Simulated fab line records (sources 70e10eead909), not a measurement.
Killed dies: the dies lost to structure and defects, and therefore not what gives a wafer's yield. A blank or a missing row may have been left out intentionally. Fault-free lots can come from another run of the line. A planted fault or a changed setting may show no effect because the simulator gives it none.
Which tool did it?    flow nand-harc    18 wafers from 6 lots sampled at 5 of the route's 1159 steps

WHAT THE GAUGES READ, wafer by wafer
NHARC_END_SORT_01.
lot   measured      on         killed-at-periphery
L991  day 19 14:55  prober-01  4 0 1
L996  day 19 22:52  prober-01  2 2 6
L103  day 22 19:32  prober-01  645 637 649
L105  day 23 07:30  prober-01  652 648 658
L108  day 23 23:53  prober-01  4 2 3

WHICH TOOL RAN EACH LOT (tool, then ch and the chambers of the sampled wafers, then the start)
lot   NHARC_P_ZERO_WELL_IMPLANT_60    NHARC_P_GATE_ETCH_114                         NHARC_P_GATE_RTA_82               NHARC_P_M0_DEGAS_28
L991  implanter-02 ch 0, day 1 22:48  rie-diel-03 ch 1,2, day 5 22:58 or earlier    rtp-anneal-01 ch 0, day 5 22:58   pvd-sputter-01, day 6 11:04
L996  implanter-01 ch 0, day 3 04:40  rie-diel-03 ch 0,3, day 6 17:53 or earlier    rtp-anneal-02 ch 0, day 6 17:53   pvd-sputter-02, day 7 01:58
L103  implanter-01, day 4 23:07       -                                             -                                 -
L105  implanter-02, day 5 10:53       -                                             -                                 -
L108  implanter-02 ch 0, day 6 04:48  rie-diel-07 ch 0,2,3, day 9 19:55 or earlier  rtp-anneal-02 ch 0, day 9 19:55   pvd-sputter-01, day 10 06:35
L111  implanter-01 ch 0, day 6 22:49  rie-diel-07 ch 0,1, day 10 21:40 or earlier   rtp-anneal-01 ch 0, day 10 21:40  pvd-sputter-03, day 11 11:05
- NHARC_P_ZERO_WELL_IMPLANT_60
- NHARC_P_GATE_ETCH_114: etches the open film in CF4/O2, target depth 30 nm, overetch 3 nm, time 16.5 s.
- NHARC_P_GATE_RTA_82: time 30 s.
- NHARC_P_M0_DEGAS_28: time 60 s.

THE ANSWER, worked out from the rows above alone
Rule: the usual values come from the lots themselves. The widest of any qualifying gaps counts: lots, ordered by their means at a reading, are off when they make up no more than a third of the lots, leave a main group of 4 or more, and stand apart from it by 3 or more times the standard deviation of that group's means. If all means in a main group match to the digits the tables above print for the reading, that group is not used. Also off: a lot with no number at a reading for which 4 or more lots have one. The other lots that the step has rows for count as sound.
Nothing can be told from this: no lot is off at any reading shown.

WHAT HAD BEEN PUT IN BY THE SIMULATOR
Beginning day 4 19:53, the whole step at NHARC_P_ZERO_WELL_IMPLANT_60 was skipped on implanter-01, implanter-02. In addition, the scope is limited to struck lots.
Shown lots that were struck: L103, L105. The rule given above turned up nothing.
